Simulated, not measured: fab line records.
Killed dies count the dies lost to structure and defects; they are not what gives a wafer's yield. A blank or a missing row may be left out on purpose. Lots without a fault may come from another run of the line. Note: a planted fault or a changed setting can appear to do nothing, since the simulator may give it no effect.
Which tool did it? -- flow nand harc -- Sampling: 13 lots, 39 wafers, 5 of 1159 route steps

WHAT EACH GAUGE READ, for each wafer
NHARC_END_SORT_01.
lot,measured,on,killed at array,killed at other,killed at periphery,killed dies,killed open,killed short
L416,day 25 15:17,prober-01,76 89 11,0 0 0,3 0 2,79 89 13,2 3 2,1 0 1
L420,day 25 23:50,prober-01,91 88 19,0 0 1,3 1 3,94 89 23,3 3 3,3 2 2

WHAT TOOL EACH LOT RAN ON (gives the tool, then ch and the chambers of the sampled wafers, and finally the start)
lot,NHARC_A_CONTACT_ETCH_115,NHARC_A_BONDPAD_ETCH_34,NHARC_A_BONDPAD_PVD_17,NHARC_THIN_TSV_DEP_47
L399,"har cap etch-03 ch 0,1, day 16 07:20","rie diel-03 ch 0,1, day 18 04:50","pvd sputter-02, day 21 15:59 or earlier","pecvd-03 ch 1,2, day 21 15:59"
L398,"har cap etch-02 ch 0, day 16 08:28","rie diel-03 ch 0,1, day 18 05:21","pvd sputter-01, day 21 17:10 or earlier","pecvd-03 ch 0,1,2, day 21 17:10"
L401,"har cap etch-02 ch 0,1, day 16 13:25","rie diel-06 ch 0,1, day 18 05:59","pvd sputter-01, day 21 19:47 or earlier","pecvd-01 ch 0,2, day 21 19:47"
L400,"har cap etch-01 ch 0,1, day 16 13:55","rie diel-06 ch 1,3, day 18 05:37","pvd sputter-02, day 21 18:27 or earlier","pecvd-01 ch 0,1, day 21 18:27"
L403,"har cap etch-01 ch 1, day 17 06:10","rie diel-03 ch 0,3, day 18 14:46","pvd sputter-03, day 21 20:59 or earlier","pecvd-01 ch 0,1,2, day 21 20:59"
L402,"har cap etch-03 ch 0,1, day 17 06:37","rie diel-04 ch 0,2,3, day 18 15:30","pvd sputter-02, day 21 22:14 or earlier","pecvd-01 ch 0,2, day 21 22:14"
L405,"har cap etch-01 ch 0,1, day 18 06:41","rie diel-04 ch 0,1,2, day 19 18:21","pvd sputter-03, day 21 23:14 or earlier","pecvd-03 ch 1,2, day 21 23:14"
L408,"har cap etch-03 ch 0,1, day 19 03:26","rie diel-03 ch 1,2, day 20 18:14","pvd sputter-03, day 22 02:54 or earlier","pecvd-03 ch 1,2, day 22 02:54"
L406,"har cap etch-02 ch 0,1, day 19 04:08","rie diel-06 ch 0,1,3, day 20 18:28","pvd sputter-02, day 22 04:14 or earlier","pecvd-01 ch 0,2, day 22 04:14"
L411,"har cap etch-02 ch 0,1, day 19 16:39","rie diel-03 ch 2,3, day 21 07:32","pvd sputter-02, day 22 06:34 or earlier","pecvd-01 ch 0,1,2, day 22 06:34"
L410,"har cap etch-02 ch 1, day 19 21:59","rie diel-03 ch 0,2,3, day 22 01:16","pvd sputter-03, day 22 21:26 or earlier","pecvd-03 ch 1, day 22 21:26"
L416,"har cap etch-02 ch 0,1, day 20 11:02","rie diel-04 ch 1,2,3, day 22 14:26","pvd sputter-02, day 23 09:11 or earlier","pecvd-03 ch 1,2, day 23 09:11"
L420,"har cap etch-02 ch 0,1, day 21 18:52","rie diel-03 ch 0,1,3, day 23 06:18","pvd sputter-02, day 24 00:10 or earlier","pecvd-02 ch 0,2, day 24 00:10"
- NHARC_A_CONTACT_ETCH_115: etches the open film in C4F8/O2/Ar, time 94 s, target depth 922 nm.
- NHARC_A_BONDPAD_ETCH_34: etches the open film in N2/H2, target depth 60 nm, overetch 18 nm, time 65.91 s.
- NHARC_A_BONDPAD_PVD_17: deposits TaN, target thk 5 nm, time 8.06 s.
- NHARC_THIN_TSV_DEP_47: deposits SiO2, target thk 200 nm.

AS READ BY THE TOOLS THEMSELVES (means over the sampled wafers that have a number; for cases with no such wafer, the mark the record gives instead)
NHARC_A_BONDPAD_ETCH_34.
lot,tool,drypump motor current A (A),n2 flow sccm (sccm),oes product au (a.u.),rf vpp V (V),showerhead plenum p Torr (Torr),throttle valve pct (%)
L399,rie diel-03,6.0,150.0,0.988,434.0,2.15,14.168
L398,rie diel-03,5.4,150.1,0.997,433.5,2.13,14.166
L401,rie diel-06,6.4,150.1,1.008,432.1,2.10,14.179
L400,rie diel-06,6.5,149.9,1.014,429.8,2.04,14.164
L403,rie diel-03,6.1,150.0,0.990,433.1,2.16,14.167
L402,rie diel-04,5.6,149.6,1.001,429.9,2.01,14.166
L405,rie diel-04,5.7,149.8,1.007,431.9,2.08,14.176
L408,rie diel-03,5.0,150.0,1.000,429.7,2.02,14.165
L406,rie diel-06,6.2,150.0,1.002,433.1,2.13,14.184
L411,rie diel-03,5.1,150.0,0.987,430.0,2.04,14.175
L410,rie diel-03,5.6,150.3,0.991,431.7,2.10,14.169
L416,rie diel-04,5.5,150.0,0.990,430.6,2.03,14.174
L420,rie diel-03,5.5,150.1,0.995,432.8,2.14,14.170

NHARC_A_BONDPAD_PVD_17.
lot,tool,throttle valve pct (%)
L399,pvd sputter-02,31.0
L398,pvd sputter-01,30.0
L401,pvd sputter-01,29.8
L400,pvd sputter-02,30.3
L403,pvd sputter-03,29.1
L402,pvd sputter-02,30.2
L405,pvd sputter-03,29.1
L408,pvd sputter-03,29.0
L406,pvd sputter-02,30.4
L411,pvd sputter-02,30.6
L410,pvd sputter-03,29.1
L416,pvd sputter-02,31.2
L420,pvd sputter-02,29.8

NHARC_THIN_TSV_DEP_47.
lot,tool,throttle valve pct (%)
L399,pecvd-03,15.7
L398,pecvd-03,16.2
L401,pecvd-01,16.2
L400,pecvd-01,15.7
L403,pecvd-01,15.5
L402,pecvd-01,16.2
L405,pecvd-03,15.8
L408,pecvd-03,16.1
L406,pecvd-01,16.2
L411,pecvd-01,15.8
L410,pecvd-03,16.5
L416,pecvd-03,16.0
L420,pecvd-02,16.0

THE ANSWER, worked out from the rows above alone
Rule: what is usual is taken from the lots themselves. The widest of any qualifying gaps counts: lots, ordered by their means at a reading, are off when they make up no more than a third of the lots, leave a main group of 4 or more, and stand apart from it by 3 or more times the standard deviation of that group's means. Not used: any main group whose means are identical at the precision the tables above print for the reading. A lot without any number at a reading at which 4 lots or more have one is off too. The other lots that the step has rows for count as sound. After the gauges, taken in route order, come the tools' own readings; for these a lot's mean is taken, as printed above. The first step at which some lot is off is used, and at that step the reading that is off furthest; a lot without a number counts as furthest.
No lot is off on any of the readings shown, so nothing can be concluded from this.

WHAT HAD BEEN PUT IN BY THE SIMULATOR
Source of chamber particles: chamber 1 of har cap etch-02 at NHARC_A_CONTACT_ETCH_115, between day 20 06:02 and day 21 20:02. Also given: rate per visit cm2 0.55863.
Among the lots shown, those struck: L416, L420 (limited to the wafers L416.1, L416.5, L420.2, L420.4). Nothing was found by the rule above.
